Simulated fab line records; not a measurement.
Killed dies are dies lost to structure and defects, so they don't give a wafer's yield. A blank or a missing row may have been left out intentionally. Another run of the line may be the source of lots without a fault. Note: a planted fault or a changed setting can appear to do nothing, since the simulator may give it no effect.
fab line records ; flow n5_finfet
[record] lots = 10; wafers = 30; last_day = 17
route steps=1938 shown MIM_BOT_LITHO@1865 TV_OPEN@1887 PAD_METAL@1896 PASSIVATION@1936
lots that met no fault: from a run of the same line without faults
start_h: start of the lot's first displayed wafer, in hours after the record's first day ; wait_h: how many hours have passed since the lot's step before this one ; " repeats the value in the row above ; L1.1+2: one row covering several wafers at once ; - no value, or no start given ; * or withheld: withheld ; < > ~ a bound
route shown NAME@n: a module of which the file shows steps, and the number in the route of the first ; usual: mean/standard deviation of fault-free wafers ; same: alike in all rows ; chamber/n: place in a boat ; sites: readings site by site ; _std_site: how widely they spread, as a standard deviation ; _edge_site: the outer-site mean with the inner-site mean subtracted ; radius_mm: how far each site lies from the wafer's centre ; mask NAME#n: copy n ; behind: the most recent tool/chamber to have shaped the wafer ; hold: cause of the lot's hold/its duration in hours/its outcome ; device: names the non-switching transistor (n, p or np) ; end of line: tests run on the same wafers once the route is complete ; step lacking rows: just its recipe ; killed: the dies lost at the first sort to structure and to defects; this is not the yield of the wafer ; map: per-die view of a wafer (x killed, . not killed, _ where there is no die)
set.NAME: the setting the step ran with; set.NAME@STEP: the setting that earlier step ran with ; model.NAME: the simulator's own value behind a step, which no gauge read
steps of the route over a sample of lots; a table a step, a row a wafer
services: from which hour (start_h, from the record's first day; less than 0 if before it) a tool's chamber was out of use, for how many hours, and why
[[steps]]
[step N5_MIM_BOT_LITHO_DESCUM_10]
[recipe] chemistry = O2; time_s = 7.9; source_power_w = 50; bias_power_w = 20; pressure_mtorr = 20; rf_frequency_hz = 2.712e+07; temp_c = 40; o2_flow_sccm = 225
[usual] drypump_motor_current_A = 5.7/0.47; o2_flow_sccm = 225.0/0.71; oes_product_au = 0.81/0.064; rf_vpp_V = 243.4/1.3; showerhead_plenum_p_Torr = 2.12/0.072; throttle_valve_pct = 20.36/0.23
lot.wafer;tool;chamber;start_h;wait_h;drypump_motor_current_A;o2_flow_sccm;oes_product_au;rf_hours_counter_h;rf_vpp_V;showerhead_plenum_p_Torr;throttle_valve_pct
L951.3;rie_diel-05;3;277.23;0.0;5.6;223.1;0.82;66;242.2;2.03;20.62
L951.4;rie_diel-05;1;277.23;0.0;5.9;225.6;0.79;102;243.6;2.11;20.08
L951.6;rie_diel-05;0;277.23;0.0;5.7;225.2;0.74;-;243.5;2.16;20.48
L949.1;rie_diel-02;1;277.53;0.0;6.0;224.6;0.69;228;241.2;1.98;20.53
L949.4;rie_diel-02;2;277.53;0.0;5.6;225.0;0.86;78;245.5;2.20;20.52
L949.5;rie_diel-02;2;277.53;0.0;5.6;225.9;0.85;-;244.2;2.21;20.55
L953.2;rie_diel-04;1;287.48;0.0;5.8;224.7;0.78;118;240.8;2.03;20.65
L953.4;rie_diel-04;3;287.48;0.0;5.0;225.0;0.80;-;243.3;2.11;20.50
L953.5;rie_diel-04;2;287.48;0.0;6.0;225.6;0.85;-;244.7;2.11;20.07
L954.2;rie_diel-04;2;296.16;0.0;6.0;225.8;0.83;86;244.4;2.11;20.09
L954.3;rie_diel-04;3;296.16;0.0;5.0;225.7;0.79;102;244.6;2.11;20.52
L954.5;rie_diel-04;2;296.16;0.0;6.0;225.2;0.84;-;243.3;2.11;20.07
L962.2;rie_diel-02;0;336.98;0.0;6.8;222.8;0.87;37;244.1;2.23;19.96
L962.4;rie_diel-02;0;336.98;0.0;6.8;224.4;0.87;-;245.0;2.23;19.95
L962.5;rie_diel-02;2;336.98;0.0;5.6;224.9;0.83;-;244.8;2.20;20.56
L965.3;rie_diel-04;0;351.87;0.0;5.0;225.3;0.90;24;243.9;2.23;20.19
L965.4;rie_diel-04;2;351.87;0.0;6.0;225.0;0.81;107;244.2;2.10;20.11
L965.5;rie_diel-04;3;351.87;0.0;5.0;224.4;0.78;-;243.4;2.10;20.54
L966.1;rie_diel-02;0;352.05;0.0;6.8;224.4;0.87;45;244.8;2.22;19.97
L966.2;rie_diel-02;2;352.05;0.0;5.6;224.7;0.82;106;245.8;2.19;20.57
L966.4;rie_diel-02;2;352.05;0.0;5.7;225.2;0.83;-;245.4;2.19;20.57
L970.2;rie_diel-05;2;395.82;0.0;5.9;225.4;0.81;76;242.5;2.04;20.29
L970.4;rie_diel-05;0;395.82;0.0;5.7;224.6;0.71;205;244.7;2.15;20.55
L970.6;rie_diel-05;3;395.82;0.0;5.6;226.9;0.78;-;240.5;2.01;20.69
L971.3;rie_diel-05;1;400.28;1.3;5.9;224.3;0.75;141;241.9;2.10;20.14
L971.4;rie_diel-05;0;400.28;1.3;5.7;224.6;0.71;207;243.3;2.15;20.54
L971.5;rie_diel-05;1;400.28;1.3;5.9;224.7;0.76;-;243.4;2.10;20.13
L972.4;rie_diel-04;2;402.20;1.0;6.0;225.1;0.79;-;243.1;2.09;20.15
L972.5;rie_diel-04;0;402.20;1.0;5.0;224.1;0.87;-;244.5;2.22;20.21
L972.6;rie_diel-04;1;402.20;1.0;5.9;225.5;0.73;-;240.2;2.02;20.71
[step N5_PASSIVATION_PASS_ETCH_74]
[recipe] chemistry = CF4/O2; target = SiNx; target_depth_a = 2200; time_s = 110; ion_energy_ev = 100; pressure_mtorr = 40; source_w = 535; bias_w = 49; Ar_flow_sccm = 100; cf4_flow_sccm = 100; O2_flow_sccm = 10
[usual] cf4_flow_sccm = 100.0/0.3; drypump_motor_current_A = 5.7/0.5; oes_o_777_au = 0.77/0.075; oes_product_au = 0.77/0.082; rf_vpp_V = 241.3/2.1; showerhead_plenum_p_Torr = 2.25/0.055; throttle_valve_pct = 15.95/0.23
lot.wafer;tool;chamber;start_h;wait_h;cf4_flow_sccm;drypump_motor_current_A;oes_o_777_au;oes_product_au;rf_hours_counter_h;rf_vpp_V;showerhead_plenum_p_Torr;throttle_valve_pct
L951.3;rie_diel-01;1;280.63;0.0;100.2;5.0;0.82;0.83;67;237.6;2.32;15.88
L951.4;rie_diel-01;0;280.63;0.0;100.0;6.6;0.72;0.73;-;241.8;2.27;16.01
L951.6;rie_diel-01;1;280.63;0.0;100.0;5.0;0.82;0.83;-;238.0;2.32;15.89
L949.1;rie_diel-06;0;280.87;0.0;99.7;5.0;0.83;0.82;83;238.8;2.31;15.83
L949.4;rie_diel-06;2;280.87;0.0;99.4;6.4;0.69;0.69;232;235.2;2.09;16.55
L949.5;rie_diel-06;3;280.87;0.0;100.3;6.2;0.85;0.86;-;241.7;2.24;15.45
L953.2;rie_diel-03;3;289.15;0.0;99.7;5.7;0.87;0.87;36;240.1;2.24;15.85
L953.4;rie_diel-03;0;289.15;0.0;100.2;5.3;0.71;0.71;209;244.0;2.27;15.76
L953.5;rie_diel-03;0;289.15;0.0;100.1;5.3;0.72;0.70;-;242.1;2.27;15.78
L954.2;rie_diel-03;1;297.62;0.0;100.3;5.9;0.72;0.71;225;243.0;2.27;16.17
L954.3;rie_diel-03;2;297.62;0.0;99.6;6.0;0.70;0.70;234;241.8;2.26;16.16
L954.5;rie_diel-03;0;297.62;0.0;100.2;5.3;0.72;0.69;-;242.4;2.27;15.76
L962.2;rie_diel-01;3;340.55;0.0;159.9;5.7;0.45;0.81;113;251.3;2.51;18.09
L962.4;rie_diel-01;0;340.55;0.0;100.1;6.7;0.71;0.71;220;242.0;2.27;16.04
L962.5;rie_diel-01;2;340.55;0.0;99.8;5.4;0.91;0.93;-;242.4;2.25;15.80
L966.1;rie_diel-03;3;354.72;0.0;99.4;5.7;0.84;0.84;57;241.8;2.24;15.89
L966.2;rie_diel-03;0;354.72;0.0;99.7;5.3;0.71;0.68;229;243.8;2.26;15.82
L966.4;rie_diel-03;0;354.72;0.0;99.5;5.2;0.70;0.69;-;242.8;2.26;15.83
L965.3;rie_diel-03;0;355.22;0.0;99.8;5.2;0.70;0.69;230;243.3;2.26;15.80
L965.4;rie_diel-03;1;355.22;0.0;100.4;5.9;0.71;0.69;-;242.1;2.26;16.20
L965.5;rie_diel-03;0;355.22;0.0;100.0;5.3;0.71;0.68;-;243.2;2.26;15.81
L970.2;rie_diel-01;1;397.72;0.0;99.7;5.0;0.79;0.80;102;238.0;2.31;15.96
L970.4;rie_diel-01;2;397.72;0.0;100.1;5.4;0.88;0.90;38;242.7;2.25;15.85
L970.6;rie_diel-01;2;397.72;0.0;99.8;5.4;0.89;0.89;-;243.9;2.25;15.83
L971.3;rie_diel-01;2;401.99;0.0;99.8;5.4;0.88;0.89;39;242.0;2.25;15.85
L971.4;rie_diel-01;1;401.99;0.0;99.8;5.0;0.78;0.79;103;237.7;2.31;15.97
L971.5;rie_diel-01;0;401.99;0.0;100.3;6.6;0.69;0.70;-;241.8;2.26;16.08
L972.4;rie_diel-01;2;404.81;0.0;100.2;5.4;0.88;0.88;39;244.4;2.25;15.83
L972.5;rie_diel-01;0;404.81;0.0;100.0;6.7;0.70;0.70;-;240.4;2.26;16.10
L972.6;rie_diel-01;3;404.81;0.0;99.8;5.8;0.75;0.76;-;241.0;2.13;15.88
[step N5_PASSIVATION_ETCH_15]
[recipe] chemistry = CF4/N2; target = SiCN; target_depth_a = 750; taper_deg = 2; time_s = 81.2; ion_energy_ev = 150; mask_material = SiNx; pressure_mtorr = 40; source_w = 430; bias_w = 70; Ar_flow_sccm = 100; cf4_flow_sccm = 60; n2_flow_sccm = 60
[usual] cf4_flow_sccm = 60.01/0.17; drypump_motor_current_A = 5.7/0.5; oes_product_au = 0.77/0.08; rf_vpp_V = 383.3/1.6; showerhead_plenum_p_Torr = 2.25/0.056; throttle_valve_pct = 15.40/0.23
lot.wafer;tool;chamber;start_h;wait_h;cf4_flow_sccm;drypump_motor_current_A;oes_product_au;rf_hours_counter_h;rf_vpp_V;showerhead_plenum_p_Torr;throttle_valve_pct
L951.3;rie_diel-01;1;-;-;59.97;5.0;0.84;67;385.1;2.33;15.34
L951.4;rie_diel-01;0;-;-;59.79;6.7;0.72;-;384.7;2.28;15.46
L951.6;rie_diel-01;1;-;-;60.26;5.0;0.83;-;384.6;2.33;15.33
L949.1;rie_diel-06;0;-;-;59.99;5.0;0.83;83;386.2;2.32;15.27
L949.4;rie_diel-06;2;-;-;60.21;6.4;0.69;232;379.3;2.09;16.01
L949.5;rie_diel-06;3;-;-;59.94;6.2;0.87;-;381.8;2.24;14.89
L953.2;rie_diel-03;3;-;-;60.16;5.7;0.86;37;383.2;2.25;15.29
L953.4;rie_diel-03;0;-;-;60.03;5.3;0.70;210;384.1;2.27;15.23
L953.5;rie_diel-03;0;-;-;59.91;5.3;0.70;-;384.1;2.27;15.23
L954.2;rie_diel-03;1;-;-;60.15;5.9;0.71;226;383.9;2.27;15.62
L954.3;rie_diel-03;2;-;-;60.02;6.0;0.70;234;384.2;2.26;15.60
L954.5;rie_diel-03;0;-;-;59.92;5.3;0.69;-;385.1;2.27;15.23
L962.2;rie_diel-01;3;-;-;60.10;5.7;0.79;113;381.5;2.13;15.31
L962.4;rie_diel-01;0;-;-;60.15;6.7;0.72;221;382.6;2.27;15.50
L962.5;rie_diel-01;2;-;-;60.07;5.4;0.93;-;383.5;2.25;15.23
L966.1;rie_diel-03;3;-;-;59.84;5.8;0.84;58;384.3;2.24;15.33
L966.2;rie_diel-03;0;-;-;59.84;5.3;0.69;230;384.2;2.26;15.26
L966.4;rie_diel-03;0;-;-;60.03;5.2;0.69;-;383.6;2.26;15.25
L965.3;rie_diel-03;0;-;-;59.99;5.2;0.69;230;383.4;2.26;15.28
L965.4;rie_diel-03;1;-;-;60.04;5.9;0.70;-;383.4;2.26;15.65
L965.5;rie_diel-03;0;-;-;59.96;5.3;0.68;-;383.6;2.26;15.27
L970.2;rie_diel-01;1;-;-;59.79;5.0;0.79;102;384.9;2.31;15.41
L970.4;rie_diel-01;2;-;-;59.49;5.4;0.89;38;383.2;2.25;15.27
L970.6;rie_diel-01;2;-;-;59.86;5.4;0.90;-;384.1;2.25;15.29
L971.3;rie_diel-01;2;-;-;60.06;5.4;0.89;39;382.3;2.25;15.28
L971.4;rie_diel-01;1;-;-;59.89;5.0;0.80;103;385.2;2.31;15.40
L971.5;rie_diel-01;0;-;-;59.95;6.7;0.71;-;384.3;2.26;15.55
L972.4;rie_diel-01;2;-;-;59.92;5.4;0.89;39;383.0;2.25;15.28
L972.5;rie_diel-01;0;-;-;59.69;6.7;0.71;-;383.0;2.26;15.54
L972.6;rie_diel-01;3;-;-;59.97;5.7;0.77;-;380.3;2.13;15.35
[step N5_PASSIVATION_AL_DEP_21]
[recipe] material = Al; target_thk_a = 28000; temp_c = 400; time_s = 170; power_w = 30000; chamber_pressure_pa = 0.4; gas = Ar
[usual] susceptor_temp_C = 400.01/0.23; throttle_valve_pct = 30.1/1
lot.wafer;tool;chamber;start_h;wait_h;susceptor_temp_C;throttle_valve_pct
L951.3;pvd_sputter-02;-;281.41;0.1;399.74;31.0
L951.4;pvd_sputter-02;-;281.41;0.1;400.09;31.4
L951.6;pvd_sputter-02;-;281.41;0.1;400.21;29.9
L949.1;pvd_sputter-02;-;282.37;0.1;399.85;31.8
L949.4;pvd_sputter-02;-;282.37;0.1;399.93;31.4
L949.5;pvd_sputter-02;-;282.37;0.1;400.46;31.3
L953.2;pvd_sputter-01;-;290.02;0.1;400.00;30.5
L953.4;pvd_sputter-01;-;290.02;0.1;400.06;29.9
L953.5;pvd_sputter-01;-;290.02;0.1;400.10;31.2
L954.2;pvd_sputter-02;-;298.41;0.1;399.74;31.1
L954.3;pvd_sputter-02;-;298.41;0.1;399.85;31.1
L954.5;pvd_sputter-02;-;298.41;0.1;399.79;31.0
L962.2;pvd_sputter-03;-;341.24;0.1;399.94;30.2
L962.4;pvd_sputter-03;-;341.24;0.1;399.97;27.9
L962.5;pvd_sputter-03;-;341.24;0.1;399.72;29.0
L966.1;pvd_sputter-03;-;355.41;0.1;399.80;27.7
L966.2;pvd_sputter-03;-;355.41;0.1;400.02;29.4
L966.4;pvd_sputter-03;-;355.41;0.1;400.06;29.8
L965.3;pvd_sputter-02;-;356.16;0.1;399.68;31.4
L965.4;pvd_sputter-02;-;356.16;0.1;400.13;29.8
L965.5;pvd_sputter-02;-;356.16;0.1;399.66;31.2
L970.2;pvd_sputter-03;-;398.57;0.1;399.78;30.3
L970.4;pvd_sputter-03;-;398.57;0.1;399.73;29.2
L970.6;pvd_sputter-03;-;398.57;0.1;400.02;27.8
L971.3;pvd_sputter-03;-;403.52;0.1;400.15;30.4
L971.4;pvd_sputter-03;-;403.52;0.1;399.92;29.4
L971.5;pvd_sputter-03;-;403.52;0.1;400.15;30.3
L972.4;pvd_sputter-03;-;406.79;0.1;399.60;30.2
L972.5;pvd_sputter-03;-;406.79;0.1;399.71;28.0
L972.6;pvd_sputter-03;-;406.79;0.1;400.13;29.8
[step N5_PASSIVATION_PROBE_49]
[usual] defect_limited_yield = 91.3/1.3; killed_at_M0_to_M3 = 32/11; killed_at_M4_up = 15/5.6; killed_at_contacts = 12/6; killed_at_front_end = 40/11; killed_at_other = 3.5/2.6; killed_dies = 102/15; killed_open = 67/12; killed_short = 34/7.3; sort_bin_5_function = 5.1/0.85; sort_bin_6_memory = 3.2/0.61; sort_n_pass = 1078/15; sort_yield_pct = 91.3/1.3
[same] gross_dies = 1180; killed_at_back_side = 0; sort_bin_4_leakage[%] = 0; sort_bin_8_speed[%] = 0
lot.wafer;tool;chamber;start_h;wait_h;defect_limited_yield[%];killed_at_M0_to_M3;killed_at_M4_up;killed_at_contacts;killed_at_front_end;killed_at_other;killed_dies;killed_open;killed_short;sort_bin_5_function[%];sort_bin_6_memory[%];sort_n_pass;sort_yield_pct[%]
L951.3;prober-02;-;287.91;0.6;91.4;42;14;5;37;3;101;61;39;4.5;3.7;1079;91.4
L951.4;prober-02;-;287.96;0.6;90.2;42;23;10;36;5;116;71;45;5.9;3.6;1064;90.2
L951.6;prober-02;-;288.06;0.7;91.9;43;14;11;26;2;96;60;36;4.7;3.2;1084;91.9
L962.2;prober-01;-;346.63;0.1;90.2;35;16;10;50;5;116;76;39;5.7;3.8;1064;90.2
L962.4;prober-01;-;346.73;0.2;91.9;33;13;2;45;3;96;60;34;5.3;2.5;1084;91.9
L962.5;prober-01;-;346.78;0.2;93.1;24;10;6;35;7;82;47;34;4.2;2.5;1098;93.1
L965.3;prober-01;-;361.76;0.1;91.7;15;12;9;58;4;98;78;20;4.7;3.6;1082;91.7
L965.4;prober-01;-;361.81;0.2;90.1;22;27;14;53;1;117;73;43;6.2;3.5;1063;90.1
L965.5;prober-01;-;361.86;0.2;89.3;23;20;14;64;5;126;81;41;6.3;3.4;1054;89.3
L972.4;prober-02;-;413.61;0.2;92.7;22;6;28;29;1;86;66;20;4.6;2.6;1094;92.7
L972.5;prober-02;-;413.66;0.2;92.2;28;8;27;28;1;92;68;24;3.3;4.3;1088;92.2
L972.6;prober-02;-;413.71;0.3;91.4;29;12;21;34;5;101;73;28;4.9;3.1;1079;91.4
// killed by level:class
L951.3 FIN_SAQP:geometric_particle:short=13 BEOL_M1:geometric_particle:open=10 FIN_SAQP:geometric_particle:open=7 BEOL_M1:geometric_particle:short=7 BEOL_M4:geometric_particle:open=7 BEOL_M0_SAQP:geometric_particle:short=6 BEOL_M3:geometric_particle:open=6 MOL_CONTACT_COAG:geometric_particle:open=5
L951.4 BEOL_M4:geometric_particle:open=12 BEOL_M0_SAQP:geometric_particle:open=11 BEOL_M0_SAQP:geometric_particle:short=10 FIN_SAQP:geometric_particle:short=9 MOL_CONTACT_COAG:geometric_particle:open=9 BEOL_M2:geometric_particle:open=9 STI_FIN_REVEAL:geometric_particle:open=7 BEOL_M1:geometric_particle:open=6
L951.6 BEOL_M2:geometric_particle:open=11 BEOL_M0_SAQP:geometric_particle:short=10 BEOL_M0_SAQP:geometric_particle:open=9 MOL_CONTACT_COAG:geometric_particle:open=8 BEOL_M1:geometric_particle:open=7 DUMMY_GATE:geometric_particle:open=6 FIN_SAQP:geometric_particle:short=5 FIN_SAQP:geometric_particle:open=4
L962.2 FIN_SAQP:geometric_particle:open=16 BEOL_M0_SAQP:geometric_particle:open=13 BEOL_M4:geometric_particle:open=10 FIN_SAQP:geometric_particle:short=9 BEOL_M0_SAQP:geometric_particle:short=8 MOL_CONTACT_COAG:geometric_particle:open=7 FIN_CUT:geometric_particle:open=4 BEOL_M2:geometric_particle:open=4
L962.4 BEOL_M0_SAQP:geometric_particle:open=13 FIN_SAQP:geometric_particle:open=12 FIN_SAQP:geometric_particle:short=7 STI_FIN_REVEAL:geometric_particle:open=7 BEOL_M0_SAQP:geometric_particle:short=7 BEOL_M4:geometric_particle:open=7 GATE_CUT:geometric_particle:short=5 BEOL_M2:geometric_particle:open=5
L962.5 FIN_SAQP:geometric_particle:short=8 FIN_SAQP:geometric_particle:open=7 ILD0:geometric_particle:short=5 BEOL_M0_SAQP:geometric_particle:short=5 MOL_CONTACT_COAG:geometric_particle:open=5 BEOL_M0_SAQP:geometric_particle:open=5 STI_FIN_REVEAL:geometric_particle:open=3 ILD0:geometric_particle:open=3
L965.3 STI_FIN_REVEAL:geometric_particle:open=24 FIN_SAQP:geometric_particle:open=12 MOL_CONTACT_COAG:geometric_particle:open=9 BEOL_M3:geometric_particle:open=6 BEOL_M3:geometric_particle:short=5 BEOL_M4:geometric_particle:open=5 FIN_SAQP:geometric_particle:short=4 STI_FIN_REVEAL:geometric_particle:short=4
L965.4 FIN_SAQP:geometric_particle:short=19 STI_FIN_REVEAL:geometric_particle:open=13 BEOL_M4:geometric_particle:open=9 FIN_SAQP:geometric_particle:open=8 MOL_CONTACT_COAG:geometric_particle:open=8 MOL_CONTACT_COAG:geometric_particle:short=6 BEOL_M3:geometric_particle:open=6 BEOL_M5:geometric_particle:open=6
L965.5 FIN_SAQP:geometric_particle:open=14 STI_FIN_REVEAL:geometric_particle:open=14 MOL_CONTACT_COAG:geometric_particle:open=11 FIN_SAQP:geometric_particle:short=10 BEOL_M4:geometric_particle:open=8 STI_FIN_REVEAL:geometric_particle:short=7 BEOL_M3:geometric_particle:open=7 GATE_CUT:geometric_particle:short=5
L972.4 MOL_CONTACT_COAG:geometric_particle:open=21 BEOL_M2:geometric_particle:open=8 MOL_CONTACT_COAG:geometric_particle:short=7 BEOL_M1:geometric_particle:open=6 ILD0:geometric_particle:open=5 BEOL_M0_SAQP:geometric_particle:open=4 STI_FIN_REVEAL:geometric_particle:open=3 DUMMY_GATE:geometric_particle:open=3
L972.5 MOL_CONTACT_COAG:geometric_particle:open=23 STI_FIN_REVEAL:geometric_particle:open=6 BEOL_M3:geometric_particle:open=6 FIN_SAQP:geometric_particle:short=5 BEOL_M0_SAQP:geometric_particle:open=5 BEOL_M2:geometric_particle:open=5 BEOL_M1:geometric_particle:open=4 MOL_CONTACT_COAG:geometric_particle:short=4
L972.6 MOL_CONTACT_COAG:geometric_particle:open=16 BEOL_M2:geometric_particle:open=9 STI_FIN_REVEAL:geometric_particle:open=8 BEOL_M0_SAQP:geometric_particle:open=7 FIN_SAQP:geometric_particle:open=5 FIN_SAQP:geometric_particle:short=5 DUMMY_GATE:geometric_particle:open=5 MOL_CONTACT_COAG:geometric_particle:short=5
[[services]]
tool;chamber;start_h;hours;kind
rie_diel-03;1;262.53;4.8;repair
rie_diel-04;0;271.54;-;clean
rie_diel-01;3;277.69;5.4;repair
rie_diel-04;1;302.10;15.4;repair
rie_diel-03;-;328.19;2.8;pm
rie_diel-02;1;334.44;8.8;repair
rie_diel-06;1;349.71;9.9;repair
rie_diel-03;2;352.94;-;clean
rie_diel-03;2;352.94;-;consumable_replace:esc
rie_diel-03;2;352.94;-;consumable_replace:focus_ring
rie_diel-03;2;352.94;19.2;scheduled_down
rie_diel-03;2;352.94;19.2;vent_cycle
rie_diel-02;0;357.09;4.7;repair
pvd_sputter-01;-;363.97;1.3;repair
pvd_sputter-02;-;372.77;2.3;repair
rie_diel-03;1;377.17;-;clean
rie_diel-03;1;377.17;-;consumable_replace:focus_ring
rie_diel-03;1;377.17;14.3;scheduled_down
rie_diel-03;1;377.17;14.3;vent_cycle
rie_diel-05;-;378.36;0.1;repair
rie_diel-06;2;379.30;9.1;repair
rie_diel-05;1;381.56;7.5;repair
rie_diel-02;-;390.87;14.6;pm
rie_diel-04;3;399.56;6.7;repair
[[key]]
[first_sign] step = N5_PASSIVATION_PASS_ETCH_74; reading = cf4_flow_sccm; direction = up; sigmas = 99+; usual = 100.0; struck = 159.9
[effect] step = N5_PASSIVATION_PASS_ETCH_74; reading = throttle_valve_pct; direction = up; sigmas = 9.4; usual = *; struck = *
met_at N5_PASSIVATION_PASS_ETCH_74
struck_lots L962
struck_wafers L962.2
not_acting_at N5_MIM_BOT_LITHO_DESCUM_10,N5_PASSIVATION_ETCH_15,N5_PASSIVATION_AL_DEP_21
[fault] kind = process_parameter_drift; tool = rie_diel-01; chamber = 3; onset_h = 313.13; steps = N5_PASSIVATION_PASS_ETCH_74; channel = cf4_flow_sccm; offset = 60; shape = step; end_h = 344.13; acts_in = these_recipes_only; stated = 100
